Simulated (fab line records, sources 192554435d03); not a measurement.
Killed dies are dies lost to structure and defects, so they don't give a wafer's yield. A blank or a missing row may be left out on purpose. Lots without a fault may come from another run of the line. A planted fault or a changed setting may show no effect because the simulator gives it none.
Chamber matching | flow n5_finfet | N5_BEOL_M4_ILD_DEP_00 on pecvd-01: 3 sister chambers
The step deposits SiOC from DEMS/O2, target thk 79 nm, time 15.3 s. 20 wafers are shown with their chamber, then 10 later ones without.

WAFERS WITH THEIR CHAMBER
wafer  | chamber | throttle_valve_pct (%) | heater_power_w (W) | showerhead_plenum_p_Torr (Torr)
L074.3 | 0       | 12.0                   | 653                | 5.693
L074.4 | 0       | 12.2                   | 626                | 5.704
L074.6 | 1       | 12.4                   | 555                | 5.698
L075.3 | 2       | 11.0                   | 422                | 5.693
L075.4 | 2       | 11.3                   | 445                | 5.699
L075.5 | 1       | 12.1                   | 555                | 5.716
L079.2 | 2       | 11.3                   | 416                | 5.681
L079.3 | 1       | 12.3                   | 514                | 5.690
L079.6 | 2       | 11.4                   | 425                | 5.686
L083.1 | 0       | 12.1                   | 567                | 5.675
L083.5 | 1       | 12.2                   | 539                | 5.688
L083.6 | 0       | 11.8                   | 570                | 5.690
L082.2 | 2       | 11.3                   | 469                | 5.687
L082.3 | 1       | 12.2                   | 545                | 5.708
L082.4 | 2       | 11.3                   | 469                | 5.689
L087.2 | 1       | 12.4                   | 536                | 5.710
L087.4 | 2       | 11.2                   | 446                | 5.669
L087.5 | 1       | 12.3                   | 525                | 5.713
L090.1 | 0       | 11.8                   | 666                | 5.682
L090.5 | 2       | 11.3                   | 415                | 5.656

SIGNATURES (means of the wafers above)
reading                  | chamber 0 | chamber 1 | chamber 2 | scatter within a chamber
throttle_valve_pct       | 11.980    | 12.271    | 11.263    | 0.133
heater_power_w           | 616.40    | 538.43    | 438.38    | 28
showerhead_plenum_p_Torr | 5.68880   | 5.70329   | 5.68250   | 0.0123
Rule: a wafer's distance from a chamber is the root of the sum, over the readings, of the square of ((its reading less the chamber's mean) divided by the reading's scatter). The wafer belongs to the nearest chamber; if the next one is less than 2 further off, it can't be placed. The scatter: the root of (the sum of the squares of (reading less its chamber's mean) over the shown wafers, divided by (wafers less chambers)).

WAFERS WITHOUT THEIR CHAMBER
wafer  | throttle_valve_pct (%) | heater_power_w (W) | showerhead_plenum_p_Torr (Torr)
L090.6 | 12.4                   | 458                | 5.710
L092.1 | 11.7                   | 652                | 5.691
L092.2 | 11.3                   | 476                | 5.683
L092.4 | 11.6                   | 466                | 5.693
L096.2 | 11.3                   | 447                | 5.699
L096.4 | 11.1                   | 447                | 5.665
L096.6 | 12.2                   | 543                | 5.705
L095.4 | 12.4                   | 552                | 5.707
L095.5 | 11.9                   | 630                | 5.707
L095.6 | 11.2                   | 463                | 5.696

WHICH CHAMBER EACH WENT THROUGH
wafer  | from the rows above | in truth
L090.6 | 1                   | 1
L092.1 | 0                   | 0
L092.2 | 2                   | 2
L092.4 | 2                   | 2
L096.2 | 2                   | 2
L096.4 | 2                   | 2
L096.6 | 1                   | 1
L095.4 | 1                   | 1
L095.5 | 0                   | 0
L095.6 | 2                   | 2
Placed correctly: 10 of 10. Can't be placed from these rows: 0. Placed wrongly: 0.
